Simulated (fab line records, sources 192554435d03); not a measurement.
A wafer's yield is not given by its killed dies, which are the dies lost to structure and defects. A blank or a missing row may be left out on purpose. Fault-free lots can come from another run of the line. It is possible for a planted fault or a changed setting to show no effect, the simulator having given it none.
What tool caused it? | flow n5-finfet | 30 wafers from 10 lots sampled at 5 of the route's 1938 steps

## WHAT EACH GAUGE READ, for each wafer
N5_BEOL_M4_RC_MEAS_101.
lot  | measured     | on        | DIBL_N (mV/V)  | DIBL_P (mV/V)  | IOFF_N (nA/um) | IOFF_P (nA/um) | ION_N (uA/um) | ION_P (uA/um) | SS_N (mV/dec)  | SS_P (mV/dec)  | VT_N (mV)   | VT_P (mV)
L465 | day 8 00:26  | prober-02 | 35.2 37.8 35.8 | 33.4 36.8 34.4 | 0.12 0.17 0.14 | 0.18 0.23 0.19 | 658 676 672   | 453 464 459   | 71.4 71.9 71.5 | 72.0 73.4 72.6 | 252 248 252 | -254 -248 -250
L468 | day 8 16:58  | prober-02 | 35.0 33.2 33.3 | 34.4 31.5 32.3 | 0.14 0.10 0.11 | 0.18 0.13 0.15 | 666 647 650   | 453 440 452   | 71.1 70.8 70.9 | 73.2 72.8 72.7 | 249 256 256 | -254 -256 -253
L471 | day 9 08:29  | prober-01 | 34.8 36.4 36.4 | 35.7 37.8 36.9 | 0.14 0.16 0.17 | 0.19 0.22 0.21 | 674 675 680   | 460 467 458   | 71.6 71.6 70.6 | 72.7 73.9 73.1 | 251 249 247 | -250 -249 -251
L472 | day 10 03:58 | prober-02 | 31.6 33.2 33.5 | 31.6 33.4 34.0 | 0.11 0.13 0.14 | 0.16 0.18 0.20 | 650 660 668   | 451 457 458   | 71.4 70.7 71.6 | 72.7 72.2 73.1 | 258 252 251 | -253 -251 -248
L473 | day 11 13:41 | prober-02 | 36.3 34.7 33.9 | 35.8 33.7 32.3 | 0.16 0.13 0.11 | 0.24 0.20 0.17 | 670 658 627   | 465 463 450   | 72.2 71.6 72.0 | 72.4 72.2 72.4 | 252 251 259 | -246 -250 -250
L476 | day 11 15:45 | prober-01 | 36.1 35.3 37.2 | 37.2 36.9 38.8 | 0.15 0.16 0.19 | 0.21 0.21 0.23 | 664 692 683   | 455 476 462   | 71.5 71.4 72.4 | 73.3 73.0 73.6 | 249 247 246 | -251 -251 -249
L478 | day 11 21:34 | prober-01 | 35.5 36.9 38.3 | 37.5 38.8 40.6 | 0.15 0.19 0.22 | 0.22 0.23 0.28 | 664 671 679   | 458 459 465   | 72.0 72.6 72.3 | 73.6 73.9 74.3 | 253 249 244 | -248 -249 -247
L484 | day 13 20:22 | prober-02 | 36.9 34.1 39.1 | 37.5 33.3 39.4 | 0.17 0.12 0.21 | 0.21 0.14 0.23 | 678 659 682   | 459 448 458   | 71.0 70.7 72.3 | 73.6 72.5 73.4 | 248 255 246 | -251 -256 -251
L486 | day 14 05:52 | prober-01 | 37.9 37.1 40.2 | 38.8 37.0 40.1 | 0.20 0.18 0.24 | 0.25 0.22 0.28 | 699 679 693   | 473 463 469   | 72.3 71.9 72.8 | 74.4 73.8 74.6 | 245 246 243 | -248 -249 -250
L488 | day 14 14:23 | prober-01 | 36.8 37.2 36.1 | 37.1 37.9 36.1 | 0.19 0.20 0.18 | 0.22 0.24 0.21 | 680 679 684   | 459 459 462   | 71.8 72.0 72.0 | 73.0 73.4 72.6 | 248 246 245 | -249 -248 -251

## WHICH TOOL RAN EACH LOT (tool, then ch and the chambers of the sampled wafers, then the start)
lot  | N5_BEOL_M2_ALD_84                   | N5_BEOL_M2_CVD_47               | N5_BEOL_M2_SPUTTER_48        | N5_BEOL_M2_ANNEAL_80
L465 | ald-metal-01 ch 0,2, day 6 20:37    | cvd-co-02 ch 1,2, day 6 20:56   | pvd-sputter-03, day 6 21:05  | pvd-sputter-03, day 6 21:23
L468 | ald-metal-01 ch 0,1,2, day 7 16:57  | cvd-co-01 ch 0,1, day 7 17:16   | pvd-sputter-03, day 7 17:26  | pvd-sputter-03, day 7 17:44
L471 | ald-metal-03 ch 0,3, day 8 03:42    | cvd-co-02 ch 0,1,2, day 8 04:17 | pvd-sputter-02, day 8 05:52  | pvd-sputter-02, day 8 06:10
L472 | ald-metal-01 ch 1,2, day 8 23:49    | cvd-co-01 ch 1,2, day 9 00:19   | pvd-sputter-02, day 9 01:05  | pvd-sputter-02, day 9 01:23
L473 | ald-metal-03 ch 0,2, day 9 05:13    | cvd-co-01 ch 0,1,2, day 9 05:45 | pvd-sputter-01, day 9 07:28  | pvd-sputter-01, day 9 07:46
L476 | ald-metal-03 ch 0,1,2, day 9 08:11  | cvd-co-02 ch 0,1, day 9 09:38   | pvd-sputter-01, day 9 09:50  | pvd-sputter-01, day 9 10:08
L478 | ald-metal-04 ch 0,1,3, day 10 09:32 | cvd-co-02 ch 1,2, day 10 09:49  | pvd-sputter-03, day 10 09:59 | pvd-sputter-03, day 10 10:17
L484 | ald-metal-04 ch 0,1,2, day 12 03:33 | cvd-co-01 ch 1,2, day 12 04:03  | pvd-sputter-01, day 12 04:14 | pvd-sputter-01, day 12 04:32
L486 | ald-metal-04 ch 1,2,3, day 12 18:25 | cvd-co-02 ch 0,1, day 12 18:43  | pvd-sputter-02, day 12 18:56 | pvd-sputter-02, day 12 19:17
L488 | ald-metal-04 ch 2,3, day 13 07:40   | cvd-co-01 ch 1,2, day 13 08:14  | pvd-sputter-03, day 13 08:26 | pvd-sputter-03, day 13 08:44
- N5_BEOL_M2_ALD_84: deposits TaN, pulse time 2 s, purge time 3 s, co reactant purge time 2 s.
- N5_BEOL_M2_CVD_47: deposits Co from CCTBA/H2, target thk 3 nm, time 223.8 s.
- N5_BEOL_M2_SPUTTER_48: material Cu, target thk 4.5 nm, time 8.29 s.
- N5_BEOL_M2_ANNEAL_80: time 240 s.

## WHAT THE TOOLS THEMSELVES READ (means of the sampled wafers that have a number; where no wafer has one, the mark that the record gives instead)
N5_BEOL_M2_ALD_84.
lot  | tool         | heater-power-w (W)
L465 | ald-metal-01 | 428
L468 | ald-metal-01 | 425
L471 | ald-metal-03 | 374
L472 | ald-metal-01 | 421
L473 | ald-metal-03 | 459
L476 | ald-metal-03 | 436
L478 | ald-metal-04 | 398
L484 | ald-metal-04 | 377
L486 | ald-metal-04 | 392
L488 | ald-metal-04 | 403

N5_BEOL_M2_CVD_47.
lot  | tool      | run-length-s (s)
L465 | cvd-co-02 | 246.8
L468 | cvd-co-01 | 246.9
L471 | cvd-co-02 | 247.3
L472 | cvd-co-01 | 247.0
L473 | cvd-co-01 | 246.7
L476 | cvd-co-02 | 247.1
L478 | cvd-co-02 | 277.7
L484 | cvd-co-01 | 247.0
L486 | cvd-co-02 | 247.1
L488 | cvd-co-01 | 246.8

N5_BEOL_M2_SPUTTER_48.
lot  | tool           | throttle-valve-pct (%)
L465 | pvd-sputter-03 | 29.9
L468 | pvd-sputter-03 | 30.3
L471 | pvd-sputter-02 | 31.1
L472 | pvd-sputter-02 | 29.9
L473 | pvd-sputter-01 | 30.6
L476 | pvd-sputter-01 | 30.7
L478 | pvd-sputter-03 | 29.1
L484 | pvd-sputter-01 | 30.5
L486 | pvd-sputter-02 | 29.4
L488 | pvd-sputter-03 | 30.5

N5_BEOL_M2_ANNEAL_80.
lot  | tool           | heater-power-w (W)
L465 | pvd-sputter-03 | 858
L468 | pvd-sputter-03 | 770
L471 | pvd-sputter-02 | 848
L472 | pvd-sputter-02 | 848
L473 | pvd-sputter-01 | 878
L476 | pvd-sputter-01 | 808
L478 | pvd-sputter-03 | 834
L484 | pvd-sputter-01 | 863
L486 | pvd-sputter-02 | 844
L488 | pvd-sputter-03 | 784

## THE ANSWER, worked out from the rows above alone
Rule: the lots themselves supply what counts as usual. Put in order of their means at a reading, lots are off if they are a third of the lots or fewer, leave a main group of 4 or more, and stand apart from it by a gap of 3 or more times the standard deviation of the main group's means; of several such gaps the widest counts. A main group is skipped when, at the precision printed for the reading in the tables above, its means are all equal. A lot without any number at a reading at which 4 lots or more have one is off too. Where the step has rows for the other lots, those lots are counted as sound. After the gauges, taken in route order, come the tools' own readings; for these a lot's mean is taken, as printed above. The first step at which some lot is off is used, and at that step the reading that is off furthest; a lot without a number counts as furthest.
Off, at N5_BEOL_M2_CVD_47 on run-length-s: L478. For the main group the mean is 247.0 s and the standard deviation 0.18.
A tool fits if, at that step or a process step before it, it ran every lot that is off, and no sound lot after the first of them. None of those tried fits.

## WHAT HAD BEEN PUT IN BY THE SIMULATOR
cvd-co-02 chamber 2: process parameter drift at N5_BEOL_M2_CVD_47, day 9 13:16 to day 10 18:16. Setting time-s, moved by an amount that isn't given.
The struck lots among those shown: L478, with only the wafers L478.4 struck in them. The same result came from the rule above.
